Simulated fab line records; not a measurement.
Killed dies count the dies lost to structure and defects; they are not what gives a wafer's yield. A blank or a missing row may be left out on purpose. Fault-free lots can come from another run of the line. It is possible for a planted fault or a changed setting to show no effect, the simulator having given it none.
The same fault as seen by 2 desks :: flow n5-finfet :: only its own numbers are on each desk; what lay behind them is given at the end

AT THE METROLOGY DESK
What the gauges read, lot by lot, whatever tool the lot ran on: means of the sampled wafers that have a number. If a lot's mean is further than 4 standard deviations from the usual mean, the lot is out of limits and carries the mark OUT (the distance appears in the brackets). Shown are 7 of the 11 readings it has, namely the first that went out of limits plus those furthest out on some lot.
Columns: A = V2_OVL at N5_BEOL_M3_OVL_MEAS_29, usual 0.2 nm; B = IOFF_N at N5_BEOL_M4_RC_MEAS_101, usual 0.164 nA/um; C = IOFF_P at N5_BEOL_M4_RC_MEAS_101, usual 0.214 nA/um; D = ION_N at N5_BEOL_M4_RC_MEAS_101, usual 675 uA/um; E = ION_P at N5_BEOL_M4_RC_MEAS_101, usual 463 uA/um; F = VT_N at N5_BEOL_M4_RC_MEAS_101, usual 249.2 mV; G = VT_P at N5_BEOL_M4_RC_MEAS_101, usual -250.1 mV
lot: L466
first seen here: day 7 17:38
A: 0.3
B: 0.133
C: 0.159
D: 661
E: 447
F: 252.5
G: -255.2

lot: L468
first seen here: day 8 11:50
A: 0.2
B: 0.167
C: 0.204
D: 680
E: 462
F: 248.3
G: -251.4

lot: L471
first seen here: day 8 22:22
A: 4.4 (+5.4) OUT
B: 0.154
C: 0.248
D: 668
E: 466
F: 251.7
G: -245.5

lot: L470
first seen here: day 9 02:53
A: 5.0 (+6.3) OUT
B: 0.199
C: 0.234
D: 687
E: 464
F: 244.6
G: -248.9

lot: L472
first seen here: day 9 03:13
A: 3.7 (+4.6) OUT
B: 0.181
C: 0.238
D: 677
E: 465
F: 247.2
G: -248.4

lot: L473
first seen here: day 9 09:45
A: 4.2 (+5.2) OUT
B: 0.176
C: 0.237
D: 675
E: 462
F: 247.0
G: -249.5

lot: L477
first seen here: day 10 07:11
A: 0.6
B: 0.190
C: 0.242
D: 677
E: 463
F: 248.8
G: -249.6

lot: L479
first seen here: day 11 09:24
A: 0.7
B: 0.165
C: 0.203
D: 681
E: 463
F: 248.2
G: -251.2

lot: L480
first seen here: day 11 10:04
A: 0.9
B: 0.225
C: 0.242
D: 699
E: 468
F: 245.0
G: -248.2
This desk reports L470, L471, L472, L473 out of limits; the earliest was L471 at day 8 22:22 (V2_OVL at N5_BEOL_M3_OVL_MEAS_29). In limits: L466, L468, L477, L479, L480.

THE DEFECT DESK
For each lot, the counts of the inspections along the route, averaged over the sampled wafers that have a number. If a lot's mean is further than 4 standard deviations from the usual mean, the lot is out of limits and carries the mark OUT (the distance appears in the brackets).
Columns: A = raw-defect-count at N5_BEOL_M3_INSPECT_13, usual 426
lot: L466
first seen here: day 7 16:44
A: 495

lot: L468
first seen here: day 8 10:44
A: 389

lot: L471
first seen here: day 8 21:04
A: 351

lot: L470
first seen here: day 9 01:40
A: 379

lot: L472
first seen here: day 9 02:25
A: 420

lot: L473
first seen here: day 9 08:53
A: 405

lot: L477
first seen here: day 10 05:39
A: 365

lot: L479
first seen here: day 11 08:32
A: 337

lot: L480
first seen here: day 11 09:11
A: 454
This desk's finding: nothing out of limits on any of the 9 lots.

ALL TOGETHER
An alarm was possible from the metrology desk at day 8 22:22, on L470, L471, L472, L473.
Nothing out of limits was seen by the defect desk.
The defect desk has L470, L471, L472, L473 on record, within its limits.
N5_BEOL_M3_EXPOSE_25 was run on euv-scanner-02 by each of the lots named.

WHAT THE SIMULATOR PUT IN
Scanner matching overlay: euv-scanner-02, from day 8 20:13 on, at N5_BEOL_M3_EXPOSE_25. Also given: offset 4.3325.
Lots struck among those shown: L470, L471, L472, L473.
Per desk, hours elapsed from the start of the fault to the first reading out of limits: for the metrology desk, 2.
